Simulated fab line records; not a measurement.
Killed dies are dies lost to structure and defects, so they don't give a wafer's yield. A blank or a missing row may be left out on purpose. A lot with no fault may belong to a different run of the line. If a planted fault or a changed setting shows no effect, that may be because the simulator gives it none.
Which of the tools did it? | flow n5_finfet | 18 wafers from 7 lots sampled at 5 of the route's 1938 steps

== WHAT EACH GAUGE READ, for each wafer ==
N5_BEOL_M8_CD_MEAS_18: pitch 80 nm, target cd 40 nm.
lot  | measured     | on        | cd_nm (nm)
L243 | day 9 18:06  | cd_sem-01 | 42.4 40.2
L246 | day 10 23:08 | cd_sem-01 | 39.9 39.8 39.9
L248 | day 11 05:48 | cd_sem-01 | 40.1 40.3
L250 | day 12 04:11 | cd_sem-03 | - - -
L258 | day 13 17:08 | cd_sem-01 | 40.4 40.7 40.5
L256 | day 13 22:37 | cd_sem-02 | 40.4 40.5 40.6
L262 | day 14 22:30 | cd_sem-03 | 41.2 40.3

== EACH LOT AND THE TOOL THAT RAN IT (in order: tool; ch and the chambers of the sampled wafers; start) ==
lot  | N5_BEOL_M7_SPUTTER_48        | N5_BEOL_M8_ETCH_61                 | N5_BEOL_M8_ETCH_62                 | N5_BEOL_M8_HM_OPEN_17
L243 | pvd_sputter-03, day 9 13:32  | rie_diel-02 ch 0,2, day 9 17:41    | rie_diel-02 ch 0,2, day 9 17:44    | rie_metal-02 ch 1, day 9 17:55
L246 | pvd_sputter-03, day 10 18:29 | rie_diel-03 ch 0,1,3, day 10 22:43 | rie_diel-03 ch 0,1,3, day 10 22:46 | rie_metal-03 ch 0,1, day 10 22:58
L248 | pvd_sputter-02, day 11 01:32 | rie_diel-06 ch 0,3, day 11 05:21   | rie_diel-06 ch 0,3, day 11 05:24   | rie_metal-03 ch 0,1, day 11 05:37
L250 | pvd_sputter-03, day 12 00:38 | rie_diel-02 ch 2,3, day 12 03:45   | rie_diel-02 ch 2,3, day 12 03:48   | rie_metal-02 ch 0,1, day 12 04:01
L258 | pvd_sputter-02, day 13 12:56 | rie_diel-03 ch 0,1,3, day 13 16:37 | rie_diel-03 ch 0,1,3, day 13 16:41 | rie_metal-02 ch 0, day 13 16:52
L256 | pvd_sputter-03, day 13 16:53 | rie_diel-02 ch 0,3, day 13 22:05   | rie_diel-02 ch 0,3, day 13 22:08   | rie_metal-02 ch 0, day 13 22:23
L262 | pvd_sputter-01, day 14 17:17 | rie_diel-06 ch 2, day 14 21:54     | rie_diel-06 ch 2, day 14 21:58     | rie_metal-01 ch 0,1, day 14 22:11
- N5_BEOL_M7_SPUTTER_48: material Cu, target thk 10 nm, time 1.667 s.
- N5_BEOL_M8_ETCH_61: etches SiARC in CF4, target depth 45.5 nm, time 75.8 s.
- N5_BEOL_M8_ETCH_62: etches SOC in N2/H2, target depth 110 nm, overetch 22 nm, time 165 s.
- N5_BEOL_M8_HM_OPEN_17: chemistry Cl2/BCl3, target TiN, target depth 20 nm, overetch 6 nm.

== THE ANSWER, worked out from the rows above alone ==
Rule: usual is defined by the lots themselves. Put in order of their means at a reading, lots are off if they are a third of the lots or fewer, leave a main group of 4 or more, and stand apart from it by a gap of 3 or more times the standard deviation of the main group's means; of several such gaps the widest counts. A main group is skipped when, at the precision printed for the reading in the tables above, its means are all equal. A lot without any number at a reading at which 4 lots or more have one is off too. Any other lot the step has rows for is counted as sound.
Off: L250 (N5_BEOL_M8_CD_MEAS_18, cd_nm). Without a number there: L250. Mean 40.5 nm and standard deviation 0.45 in the main group.
If a tool, at a process step before that reading, ran all the lots that are off and no sound lot after the first of them, it fits. The gauges at N5_BEOL_M8_CD_MEAS_18 are tried like those tools. Not one of the candidates tried fits.

== WHAT THE SIMULATOR HAD PUT IN ==
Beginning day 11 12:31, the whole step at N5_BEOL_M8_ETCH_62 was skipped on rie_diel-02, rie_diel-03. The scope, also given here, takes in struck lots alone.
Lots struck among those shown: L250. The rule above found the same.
